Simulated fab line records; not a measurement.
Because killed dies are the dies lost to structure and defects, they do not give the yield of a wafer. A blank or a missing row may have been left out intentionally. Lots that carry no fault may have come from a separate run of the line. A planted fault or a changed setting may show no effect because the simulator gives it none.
Chamber matching || flow nandHarc || 3 sister chambers for NHARC_A_BLC_DESCUM_15 on rieDiel-09
The step chemistry O2, time 3 s. 6 wafers are shown with their chamber, then 5 later ones without.

== WAFERS WITH THEIR CHAMBER ==
{"wafer": "L082.2", "chamber": 1, "drypumpMotorCurrentA (A)": 6.5, "throttleValvePct (%)": 11.326}
{"wafer": "L084.1", "chamber": 1, "drypumpMotorCurrentA (A)": 6.5, "throttleValvePct (%)": 11.309}
{"wafer": "L084.5", "chamber": 3, "drypumpMotorCurrentA (A)": 5.9, "throttleValvePct (%)": 11.305}
{"wafer": "L088.2", "chamber": 3, "drypumpMotorCurrentA (A)": 5.8, "throttleValvePct (%)": 11.304}
{"wafer": "L088.3", "chamber": 0, "drypumpMotorCurrentA (A)": 6.0, "throttleValvePct (%)": 11.314}
{"wafer": "L088.6", "chamber": 0, "drypumpMotorCurrentA (A)": 6.0, "throttleValvePct (%)": 11.315}

== WAFERS MISSING THEIR CHAMBER ==
{"wafer": "L093.1", "drypumpMotorCurrentA (A)": 6.0, "throttleValvePct (%)": 11.325}
{"wafer": "L093.3", "drypumpMotorCurrentA (A)": 5.9, "throttleValvePct (%)": 11.310}
{"wafer": "L094.4", "drypumpMotorCurrentA (A)": 6.0, "throttleValvePct (%)": 11.314}
{"wafer": "L094.6", "drypumpMotorCurrentA (A)": 5.9, "throttleValvePct (%)": 11.303}
{"wafer": "L096.6", "drypumpMotorCurrentA (A)": 5.9, "throttleValvePct (%)": 11.300}

== CHAMBER TAKEN BY EACH ==
{"wafer": "L093.1", "from the rows above": 0, "in truth": 0}
{"wafer": "L093.3", "from the rows above": "can't be placed: 3 or 0", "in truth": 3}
{"wafer": "L094.4", "from the rows above": 0, "in truth": 0}
{"wafer": "L094.6", "from the rows above": "can't be placed: 3 or 0", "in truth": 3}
{"wafer": "L096.6", "from the rows above": "can't be placed: 3 or 0", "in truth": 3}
2 of 5 placed correctly. Unplaceable from these rows: 3, with the true chamber sitting among the candidates in 3. Wrongly placed: 0.
How it was worked out, from the rows above alone: a wafer's distance from a chamber is the root of the sum, over the readings, of the square of ((its reading less the chamber's mean) divided by the reading's scatter). The wafer belongs to the nearest chamber; if the next one is less than 2 further off, it can't be placed. A chamber's mean is the mean of its shown wafers. The scatter is the square root of a quotient: the sum, over the shown wafers, of each reading's squared deviation from its chamber's mean, divided by wafers minus chambers.
